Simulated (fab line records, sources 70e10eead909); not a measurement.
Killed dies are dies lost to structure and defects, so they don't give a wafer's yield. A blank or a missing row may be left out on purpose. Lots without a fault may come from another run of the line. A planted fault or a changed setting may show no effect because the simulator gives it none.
Which tool did it? | flow nand_harc | 22 lots, 66 wafers sampled, at 6 steps of a route of 1302

WHAT THE GAUGES READ, wafer by wafer
NHARC_P_GATE_CD_MEAS_46: target cd 720 nm.
lot  | measured     | on        | cd_nm (nm)
L074 | day 5 13:50  | cd_sem-01 | 721.1 718.8 721.6
L075 | day 5 20:50  | cd_sem-03 | 721.2 718.9 718.8
L076 | day 6 06:01  | cd_sem-01 | 719.7 720.3 717.7
L077 | day 6 19:43  | cd_sem-01 | 718.7 716.9 720.2
L078 | day 7 03:16  | cd_sem-03 | 719.9 719.5 719.8
L079 | day 7 18:10  | cd_sem-01 | 718.2 719.7 721.1
L080 | day 8 03:38  | cd_sem-03 | 719.2 719.8 725.3
L081 | day 8 07:59  | cd_sem-01 | 719.0 721.4 720.6
L082 | day 9 07:43  | cd_sem-01 | 721.3 720.0 722.0
L083 | day 9 11:36  | cd_sem-02 | 719.3 719.4 719.2
L084 | day 9 20:01  | cd_sem-02 | 717.5 716.1 718.7
L085 | day 10 00:22 | cd_sem-01 | 718.3 720.5 719.9
L087 | day 11 12:25 | cd_sem-03 | 720.3 721.4 721.8
L088 | day 11 13:20 | cd_sem-03 | 718.7 718.7 718.8
L089 | day 11 13:01 | cd_sem-02 | 720.3 721.4 725.2
L090 | day 12 05:45 | cd_sem-01 | 721.1 724.0 721.9
L091 | day 12 14:36 | cd_sem-03 | 720.1 717.9 719.4
L092 | day 13 10:19 | cd_sem-02 | 718.7 719.3 718.1
L093 | day 13 13:45 | cd_sem-02 | 721.0 722.3 721.1
L094 | day 13 19:52 | cd_sem-01 | 719.7 721.0 721.5
L095 | day 14 12:37 | cd_sem-03 | 721.6 722.8 720.1
L097 | day 15 04:59 | cd_sem-01 | 720.4 720.4 719.0

NHARC_P_M0_INSPECT_11.
lot  | measured     | on                | raw_defect_count
L074 | day 6 02:41  | defect_inspect-01 | 8 4 4
L075 | day 6 09:20  | defect_inspect-02 | 9 5 4
L076 | day 6 18:28  | defect_inspect-02 | 1 6 11
L077 | day 7 08:01  | defect_inspect-02 | 4 2 4
L078 | day 7 15:56  | defect_inspect-01 | 6 5 7
L079 | day 8 06:47  | defect_inspect-01 | 5 4 2
L080 | day 8 16:11  | defect_inspect-02 | 5 7 1
L081 | day 8 20:42  | defect_inspect-02 | 3 3 3
L082 | day 9 20:03  | defect_inspect-01 | 4 10 4
L083 | day 10 00:05 | defect_inspect-01 | 3 7 4
L084 | day 10 08:32 | defect_inspect-02 | 5 4 0
L085 | day 10 13:01 | defect_inspect-01 | 3 1 2
L087 | day 12 02:11 | defect_inspect-01 | 5 6 10
L088 | day 12 03:17 | defect_inspect-01 | 4 7 1
L089 | day 12 02:26 | defect_inspect-01 | 7 3 1
L090 | day 12 17:59 | defect_inspect-02 | 13 13 5
L091 | day 13 02:54 | defect_inspect-01 | 3 4 2
L092 | day 13 22:31 | defect_inspect-01 | 9 15 14
L093 | day 14 02:04 | defect_inspect-02 | 5 4 5
L094 | day 14 08:09 | defect_inspect-02 | 3 9 3
L095 | day 15 01:36 | defect_inspect-01 | 4 5 8
L097 | day 15 17:19 | defect_inspect-01 | 5 2 3

WHICH TOOL RAN EACH LOT (tool, then ch and the chambers of the sampled wafers, then the start)
lot  | NHARC_P_ZERO_WELL_ETCH_65          | NHARC_P_ZERO_WELL_ETCH_63        | NHARC_P_GATE_DESCUM_48             | NHARC_P_GATE_DESCUM_61
L074 | rie_diel-01 ch 0,3, day 1 21:29    | rie_si-06 ch 0,3, day 1 21:40    | rie_diel-10 ch 0,1,2, day 5 14:00  | rie_diel-06 ch 0,2,3, day 5 15:49
L075 | rie_diel-05 ch 1,2,3, day 2 07:29  | rie_si-05 ch 1,3, day 2 07:41    | rie_diel-10 ch 1,2, day 5 21:00    | rie_diel-06 ch 0,3, day 5 22:38
L076 | rie_diel-05 ch 1,3, day 2 17:29    | rie_si-06 ch 0,2, day 2 17:40    | rie_diel-10 ch 1,3, day 6 06:11    | rie_diel-10 ch 2,3, day 6 07:59
L077 | rie_diel-05 ch 0,1,3, day 3 03:22  | rie_si-06 ch 0,2,3, day 3 03:33  | rie_diel-03 ch 0,2,3, day 6 19:52  | rie_diel-06 ch 0,1,2, day 6 21:32
L078 | rie_diel-04 ch 0,1,3, day 3 13:30  | rie_si-06 ch 0,1,3, day 3 13:42  | rie_diel-10 ch 0,1,2, day 7 03:25  | rie_diel-10 ch 0,1,2, day 7 05:14
L079 | rie_diel-04 ch 1,2,3, day 4 00:15  | rie_si-05 ch 1,2,3, day 4 00:30  | rie_diel-06 ch 0,1,2, day 7 18:20  | rie_diel-10 ch 0,2,3, day 7 20:04
L080 | rie_diel-04 ch 0,2, day 4 09:22    | rie_si-06 ch 1,2, day 4 09:32    | rie_diel-06 ch 2,3, day 8 03:48    | rie_diel-03 ch 0,1,3, day 8 05:35
L081 | rie_diel-01 ch 0,1,3, day 4 19:32  | rie_si-06 ch 1,2,3, day 4 19:43  | rie_diel-10 ch 2,3, day 8 08:08    | rie_diel-03 ch 2,3, day 8 09:55
L082 | rie_diel-01 ch 0,1,3, day 5 07:53  | rie_si-06 ch 1,3, day 5 08:06    | rie_diel-06 ch 0,1,2, day 9 07:54  | rie_diel-10 ch 1,3, day 9 09:38
L083 | rie_diel-05 ch 1,2, day 5 15:32    | rie_si-06 ch 2,3, day 5 15:43    | rie_diel-06 ch 1,2,3, day 9 11:47  | rie_diel-06 ch 1,3, day 9 13:25
L084 | rie_diel-01 ch 0,3, day 6 01:29    | rie_si-05 ch 0,2,3, day 6 01:39  | rie_diel-10 ch 0,2,3, day 9 20:11  | rie_diel-06 ch 2,3, day 9 21:56
L085 | rie_diel-04 ch 0,1,3, day 6 11:32  | rie_si-06 ch 0,3, day 6 11:41    | rie_diel-10 ch 1,2,3, day 10 00:34 | rie_diel-10 ch 1,2,3, day 10 02:16
L087 | rie_diel-01 ch 0,1,2, day 7 07:52  | rie_si-01 ch 0,2,3, day 7 08:01  | rie_diel-10 ch 1,2,3, day 11 12:35 | rie_diel-03 ch 0,1,2, day 11 14:22
L088 | rie_diel-01 ch 0,1,3, day 7 17:29  | rie_si-01 ch 0,1,3, day 7 17:41  | rie_diel-10 ch 0,1,3, day 11 13:29 | rie_diel-06 ch 1,2,3, day 11 15:21
L089 | rie_diel-05 ch 1,2, day 8 03:23    | rie_si-05 ch 1,2, day 8 03:35    | rie_diel-03 ch 0,1,3, day 11 13:13 | rie_diel-03 ch 1,2,3, day 11 15:01
L090 | rie_diel-01 ch 0,2,3, day 8 13:38  | rie_si-06 ch 2,3, day 8 13:50    | rie_diel-03 ch 1,2,3, day 12 05:56 | rie_diel-10 ch 0,2, day 12 07:41
L091 | rie_diel-01 ch 1,2, day 8 23:25    | rie_si-06 ch 0,2,3, day 8 23:37  | rie_diel-03 ch 0,2, day 12 14:46   | rie_diel-03 ch 1,2,3, day 12 16:31
L092 | rie_diel-04 ch 1,2, day 9 11:19    | rie_si-01 ch 0,2, day 9 11:32    | rie_diel-03 ch 0,2, day 13 10:29   | rie_diel-10 ch 1,2, day 13 12:08
L093 | rie_diel-04 ch 0,2,3, day 9 19:30  | rie_si-05 ch 1,2,3, day 9 19:42  | rie_diel-03 ch 2,3, day 13 13:55   | rie_diel-03 ch 0,2,3, day 13 15:41
L094 | rie_diel-01 ch 0,1,3, day 10 05:31 | rie_si-06 ch 1,2,3, day 10 05:43 | rie_diel-03 ch 0,1,3, day 13 20:04 | rie_diel-10 ch 0,1,3, day 13 21:41
L095 | rie_diel-04 ch 1,2, day 10 15:41   | rie_si-01 ch 0,1,3, day 10 15:54 | rie_diel-10 ch 0,1,2, day 14 12:47 | rie_diel-03 ch 1,2, day 14 14:31
L097 | rie_diel-04 ch 0,1,3, day 11 11:29 | rie_si-05 ch 0,1,3, day 11 11:40 | rie_diel-03 ch 0,1,2, day 15 05:08 | rie_diel-10 ch 0,1,3, day 15 06:49
- NHARC_P_ZERO_WELL_ETCH_65: etches the open film in N2/H2, target depth 80 nm, overetch 24 nm, time 87.88 s.
- NHARC_P_ZERO_WELL_ETCH_63: etches the open film in HBr/Cl2, target depth 120 nm, time 40.1 s.
- NHARC_P_GATE_DESCUM_48: chemistry O2, time 3 s.
- NHARC_P_GATE_DESCUM_61: chemistry O2, time 3 s.

WHAT THE TOOLS THEMSELVES READ (means of the sampled wafers that have a number; where no wafer has one, the mark that the record gives instead)
NHARC_P_ZERO_WELL_ETCH_65.
lot  | tool        | chamber_pressure_mTorr (mTorr) | drypump_motor_current_A (A) | oes_product_au (a.u.) | rf_vpp_V (V) | showerhead_plenum_p_Torr (Torr) | throttle_valve_pct (%)
L074 | rie_diel-01 | 29.98                          | 6.6                         | 1.000                 | 428.4        | 1.98                            | 14.171
L075 | rie_diel-05 | 29.97                          | 5.3                         | 1.002                 | 431.4        | 2.07                            | 14.179
L076 | rie_diel-05 | 29.99                          | 5.2                         | 0.996                 | 433.1        | 2.14                            | 14.174
L077 | rie_diel-05 | 30.01                          | 5.3                         | 0.991                 | 432.1        | 2.08                            | 14.174
L078 | rie_diel-04 | 29.99                          | 5.9                         | 1.006                 | 428.7        | 1.99                            | 14.172
L079 | rie_diel-04 | 29.99                          | 5.8                         | 0.994                 | 429.8        | 2.02                            | 14.180
L080 | rie_diel-04 | 29.98                          | 5.4                         | 1.000                 | 431.7        | 2.07                            | 14.171
L081 | rie_diel-01 | 29.97                          | 6.4                         | 1.015                 | 429.6        | 2.01                            | 14.166
L082 | rie_diel-01 | 29.99                          | 6.4                         | 1.011                 | 430.5        | 2.01                            | 14.171
L083 | rie_diel-05 | 29.98                          | 5.4                         | 1.012                 | 428.8        | 1.99                            | 14.169
L084 | rie_diel-01 | 30.01                          | 6.4                         | 0.998                 | 429.7        | 2.01                            | 14.173
L085 | rie_diel-04 | 30.01                          | 5.9                         | 1.011                 | 429.1        | 1.99                            | 14.172
L087 | rie_diel-01 | 29.99                          | 6.3                         | 1.015                 | 430.2        | 2.01                            | 14.160
L088 | rie_diel-01 | 29.99                          | 6.4                         | 1.007                 | 428.9        | 2.01                            | 14.175
L089 | rie_diel-05 | 29.98                          | 5.2                         | 1.008                 | 430.7        | 2.05                            | 14.176
L090 | rie_diel-01 | 30.02                          | 6.4                         | 1.009                 | 429.0        | 2.00                            | 14.175
L091 | rie_diel-01 | 30.01                          | 6.2                         | 1.013                 | 431.3        | 2.03                            | 14.164
L092 | rie_diel-04 | 30.01                          | 5.3                         | 1.011                 | 431.3        | 2.07                            | 14.179
L093 | rie_diel-04 | 29.99                          | 5.7                         | 0.996                 | 429.7        | 2.01                            | 14.166
L094 | rie_diel-01 | 29.97                          | 6.4                         | 0.996                 | 429.1        | 2.00                            | 14.173
L095 | rie_diel-04 | 29.97                          | 5.5                         | 1.013                 | 431.2        | 2.03                            | 14.166
L097 | rie_diel-04 | 29.96                          | 5.9                         | 1.002                 | 429.0        | 1.97                            | 14.168

NHARC_P_ZERO_WELL_ETCH_63.
lot  | tool      | chamber_pressure_mTorr (mTorr) | drypump_motor_current_A (A) | he_backside_leak_sccm (sccm) | oes_product_au (a.u.) | throttle_valve_pct (%)
L074 | rie_si-06 | 14.993                         | 6.1                         | 2.70                         | 0.995                 | 26.410
L075 | rie_si-05 | 14.989                         | 6.0                         | 2.87                         | 1.012                 | 26.405
L076 | rie_si-06 | 15.004                         | 5.8                         | 2.76                         | 0.989                 | 26.410
L077 | rie_si-06 | 15.008                         | 6.0                         | 2.64                         | 0.998                 | 26.400
L078 | rie_si-06 | 15.010                         | 5.7                         | 2.57                         | 0.996                 | 26.405
L079 | rie_si-05 | 15.010                         | 5.9                         | 2.81                         | 1.009                 | 26.423
L080 | rie_si-06 | 15.006                         | 5.1                         | 2.71                         | 0.999                 | 26.406
L081 | rie_si-06 | 14.993                         | 5.6                         | 2.80                         | 0.989                 | 26.402
L082 | rie_si-06 | 14.984                         | 5.8                         | 2.76                         | 0.995                 | 26.409
L083 | rie_si-06 | 15.000                         | 6.1                         | 2.87                         | 0.992                 | 26.410
L084 | rie_si-05 | 15.007                         | 5.4                         | 2.86                         | 1.003                 | 26.396
L085 | rie_si-06 | 14.999                         | 6.2                         | 2.69                         | 0.990                 | 26.405
L087 | rie_si-01 | 15.007                         | 6.0                         | 2.65                         | 1.013                 | 26.409
L088 | rie_si-01 | 15.017                         | 6.0                         | 2.74                         | 0.999                 | 26.409
L089 | rie_si-05 | 15.006                         | 5.9                         | 2.74                         | 1.004                 | 26.396
L090 | rie_si-06 | 14.998                         | 6.1                         | 2.84                         | 0.998                 | 26.405
L091 | rie_si-06 | 15.008                         | 6.0                         | 2.72                         | 1.002                 | 26.407
L092 | rie_si-01 | 14.994                         | 5.9                         | 2.69                         | 0.997                 | 26.401
L093 | rie_si-05 | 15.007                         | 5.9                         | 2.78                         | 1.008                 | 26.403
L094 | rie_si-06 | 15.002                         | 5.6                         | 2.71                         | 0.995                 | 26.398
L095 | rie_si-01 | 14.997                         | 6.0                         | 2.74                         | 0.997                 | 26.402
L097 | rie_si-05 | 15.014                         | 5.9                         | 2.56                         | 1.004                 | 26.397

NHARC_P_GATE_DESCUM_48.
lot  | tool        | chamber_pressure_mTorr (mTorr) | drypump_motor_current_A (A) | oes_product_au (a.u.) | rf_vpp_V (V) | showerhead_plenum_p_Torr (Torr) | throttle_valve_pct (%)
L074 | rie_diel-10 | 60.01                          | 6.0                         | 1.009                 | 58.0         | 1.88                            | 11.313
L075 | rie_diel-10 | 59.92                          | 5.9                         | 1.006                 | 57.4         | 1.84                            | 11.308
L076 | rie_diel-10 | 59.94                          | 6.0                         | 1.004                 | 57.7         | 1.91                            | 11.314
L077 | rie_diel-03 | 59.97                          | 5.6                         | 0.999                 | 57.1         | 1.81                            | 11.315
L078 | rie_diel-10 | 59.96                          | 6.0                         | 1.007                 | 57.3         | 1.88                            | 11.310
L079 | rie_diel-06 | 59.99                          | 5.6                         | 0.988                 | 57.1         | 1.97                            | 11.318
L080 | rie_diel-06 | 60.01                          | 5.5                         | 0.987                 | 58.3         | 1.95                            | 11.319
L081 | rie_diel-10 | 60.00                          | 5.8                         | 0.991                 | 58.0         | 1.94                            | 11.312
L082 | rie_diel-06 | 59.97                          | 5.5                         | 0.999                 | 57.8         | 1.97                            | 11.313
L083 | rie_diel-06 | 59.98                          | 5.6                         | 0.988                 | 57.5         | 1.96                            | 11.313
L084 | rie_diel-10 | 59.98                          | 6.0                         | 0.999                 | 57.8         | 1.93                            | 11.307
L085 | rie_diel-10 | 60.00                          | 5.9                         | 1.002                 | 57.7         | 1.89                            | 11.316
L087 | rie_diel-10 | 60.02                          | 5.9                         | 1.002                 | 57.4         | 1.89                            | 11.313
L088 | rie_diel-10 | 60.00                          | 6.1                         | 1.003                 | 59.0         | 1.95                            | 11.313
L089 | rie_diel-03 | 60.03                          | 5.7                         | 0.989                 | 58.2         | 1.85                            | 11.303
L090 | rie_diel-03 | 60.02                          | 5.8                         | 0.998                 | 57.8         | 1.87                            | 11.308
L091 | rie_diel-03 | 60.00                          | 5.3                         | 0.992                 | 57.5         | 1.80                            | 11.309
L092 | rie_diel-03 | 59.97                          | 5.4                         | 1.003                 | 56.7         | 1.80                            | 11.316
L093 | rie_diel-03 | 60.04                          | 5.7                         | 0.996                 | 57.6         | 1.80                            | 11.305
L094 | rie_diel-03 | 60.03                          | 5.7                         | 0.993                 | 57.7         | 1.85                            | 11.311
L095 | rie_diel-10 | 60.01                          | 6.0                         | 1.000                 | 57.4         | 1.88                            | 11.310
L097 | rie_diel-03 | 60.03                          | 5.6                         | 0.998                 | 57.6         | 1.87                            | 11.306

NHARC_P_GATE_DESCUM_61.
lot  | tool        | chamber_pressure_mTorr (mTorr) | drypump_motor_current_A (A) | oes_product_au (a.u.) | rf_vpp_V (V) | showerhead_plenum_p_Torr (Torr) | throttle_valve_pct (%)
L074 | rie_diel-06 | 60.04                          | 5.5                         | 0.983                 | 58.5         | 1.96                            | 11.310
L075 | rie_diel-06 | 59.98                          | 5.3                         | 0.989                 | 58.0         | 1.98                            | 11.311
L076 | rie_diel-10 | 59.94                          | 5.8                         | 1.002                 | 57.8         | 1.87                            | 11.305
L077 | rie_diel-06 | 60.01                          | 5.5                         | 1.000                 | 58.0         | 1.97                            | 11.310
L078 | rie_diel-10 | 59.94                          | 6.0                         | 1.009                 | 58.2         | 1.88                            | 11.309
L079 | rie_diel-10 | 60.04                          | 6.0                         | 1.008                 | 58.6         | 1.93                            | 11.310
L080 | rie_diel-03 | 59.97                          | 5.7                         | 0.995                 | 58.1         | 1.85                            | 11.312
L081 | rie_diel-03 | 59.95                          | 5.7                         | 1.013                 | 57.3         | 1.81                            | 11.308
L082 | rie_diel-10 | 60.04                          | 6.0                         | 1.003                 | 58.1         | 1.91                            | 11.314
L083 | rie_diel-06 | 59.96                          | 5.5                         | 0.993                 | 58.1         | 2.00                            | 11.313
L084 | rie_diel-06 | 60.00                          | 5.7                         | 0.993                 | 58.7         | 1.93                            | 11.314
L085 | rie_diel-10 | 60.04                          | 5.9                         | 1.004                 | 57.7         | 1.89                            | 11.316
L087 | rie_diel-03 | 60.05                          | 5.6                         | 1.000                 | 57.4         | 1.87                            | 11.300
L088 | rie_diel-06 | 60.02                          | 5.6                         | 0.994                 | 57.9         | 1.96                            | 11.311
L089 | rie_diel-03 | 60.01                          | 5.9                         | 1.000                 | 57.0         | 1.87                            | 11.310
L090 | rie_diel-10 | 60.02                          | 6.2                         | 1.005                 | 58.3         | 1.92                            | 11.308
L091 | rie_diel-03 | 59.98                          | 5.8                         | 0.997                 | 56.7         | 1.87                            | 11.314
L092 | rie_diel-10 | 59.96                          | 5.8                         | 1.002                 | 56.9         | 1.81                            | 11.318
L093 | rie_diel-03 | 60.00                          | 5.5                         | 1.002                 | 57.3         | 1.80                            | 11.314
L094 | rie_diel-10 | 59.95                          | 6.1                         | 1.002                 | 58.5         | 1.95                            | 11.315
L095 | rie_diel-03 | 59.96                          | 5.9                         | 0.986                 | 57.1         | 1.94                            | 11.314
L097 | rie_diel-10 | 60.05                          | 6.1                         | 1.001                 | 58.1         | 1.95                            | 11.316

THE ANSWER, worked out from the rows above alone
Rule: what is usual is taken from the lots themselves. Put in order of their means at a reading, lots are off if they are a third of the lots or fewer, leave a main group of 4 or more, and stand apart from it by a gap of 3 or more times the standard deviation of the main group's means; of several such gaps the widest counts. A main group whose means are all the same, to the digits that the tables above print for the reading, isn't used. A lot without any number at a reading at which 4 lots or more have one is off too. The other lots that the step has rows for count as sound. The gauges are gone through in route order, then the tools' own readings, and for those a lot's mean is taken as printed above. The first step at which some lot is off is used, and at that step the reading that is off furthest; a lot without a number counts as furthest.
No lot is off at any reading shown: from this, nothing can be told.

WHAT THE SIMULATOR HAD PUT IN
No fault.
